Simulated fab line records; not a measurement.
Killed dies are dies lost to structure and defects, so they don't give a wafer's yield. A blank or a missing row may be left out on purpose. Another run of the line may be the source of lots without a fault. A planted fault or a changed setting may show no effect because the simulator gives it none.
One fault through the eyes of 3 desks / flow nand-harc / numbers are kept per desk, each desk with only its own; the story behind them comes last

## THE TOOL OWNER'S DESK: pecvd-onon-04
The tool's own readings at NHARC_A_ONON_D1_DEP_22 (target thk 1000 nm): means of the sampled wafers that have a number, for each lot that ran on this tool. A lot is out of limits, marked OUT, if its mean lies more than 4 standard deviations from the usual mean; the brackets give that distance.
Columns: A = nh3-flow-sccm at NHARC_A_ONON_D1_DEP_22, usual 499.8 sccm
lot=L514; first seen here=day 8 12:17; A=501.0
lot=L515; first seen here=day 8 22:45; A=500.1
lot=L516; first seen here=day 9 05:19; A=500.5
lot=L519; first seen here=day 9 14:55; A=499.7
lot=L532; first seen here=day 13 06:38; A=498.7
lot=L534; first seen here=day 13 16:35; A=500.7
Finding of this desk: none of the 6 lots has anything out of limits.

## METROLOGY DESK
What the gauges read for every lot (on any tool): the sampled wafers with a number, averaged. A lot is out of limits, marked OUT, if its mean lies more than 4 standard deviations from the usual mean; the brackets give that distance.
Columns: A = thk-nm at NHARC_A_ONON_D1_THK_MEAS_24, usual 1002 nm
lot=L514; first seen here=day 8 12:47; A=992
lot=L512; first seen here=day 8 12:59; A=987
lot=L513; first seen here=day 8 13:07; A=1012
lot=L515; first seen here=day 8 23:16; A=996
lot=L517; first seen here=day 8 23:16; A=992
lot=L516; first seen here=day 9 05:43; A=1003
lot=L518; first seen here=day 9 15:22; A=1005
lot=L519; first seen here=day 9 15:22; A=1025
lot=L522; first seen here=day 10 06:21; A=997
lot=L525; first seen here=day 11 10:01; A=1003
lot=L524; first seen here=day 11 10:22; A=1004
lot=L529; first seen here=day 12 09:20; A=1001
lot=L532; first seen here=day 13 07:02; A=1774 (+88) OUT
lot=L534; first seen here=day 13 16:59; A=1758 (+86) OUT
This desk finds L532, L534 out of limits, L532 being first, at day 13 07:02 (thk-nm at NHARC_A_ONON_D1_THK_MEAS_24). Within limits: L514, L512, L513, L515, L517, L516, L518, L519, L522, L525, L524, L529.

## THE DEFECT DESK
Counts from the inspections along the route, per lot, as means over the sampled wafers that have a number. A lot is out of limits, marked OUT, if its mean lies more than 4 standard deviations from the usual mean; the brackets give that distance.
Columns: A = raw-defect-count at NHARC_A_SOURCE_PLATE_INSPECT_08, usual 62
lot=L512; first seen here=day 8 01:41; A=48
lot=L514; first seen here=day 8 01:42; A=84
lot=L513; first seen here=day 8 01:43; A=94
lot=L517; first seen here=day 8 11:29; A=61
lot=L515; first seen here=day 8 11:31; A=55
lot=L516; first seen here=day 8 18:25; A=55
lot=L519; first seen here=day 9 04:14; A=60
lot=L518; first seen here=day 9 04:16; A=83
lot=L522; first seen here=day 9 16:53; A=50
lot=L524; first seen here=day 10 20:50; A=61
lot=L525; first seen here=day 10 20:50; A=79
lot=L529; first seen here=day 11 20:37; A=59
lot=L532; first seen here=day 12 19:14; A=47
lot=L534; first seen here=day 13 02:38; A=105
Finding of this desk: none of the 14 lots has anything out of limits.

## BROUGHT TOGETHER
On L532, L534, the metrology desk was in a position to raise an alarm at day 13 07:02.
Nothing out of limits was seen by the tool owner's desk.
No out-of-limits result turned up at the defect desk.
The tool owner's desk has L532, L534 on record, within its limits.
The defect desk has L532, L534 on record, within its limits.
NHARC_A_ONON_D1_DEP_22 was run on pecvd-onon-04 by each of the lots named.

## WHAT WAS PUT IN BY THE SIMULATOR
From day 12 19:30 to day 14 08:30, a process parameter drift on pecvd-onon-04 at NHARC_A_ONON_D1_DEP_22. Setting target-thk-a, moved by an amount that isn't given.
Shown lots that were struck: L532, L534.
Per desk, hours elapsed from the start of the fault to the first reading out of limits: for the metrology desk, 12.
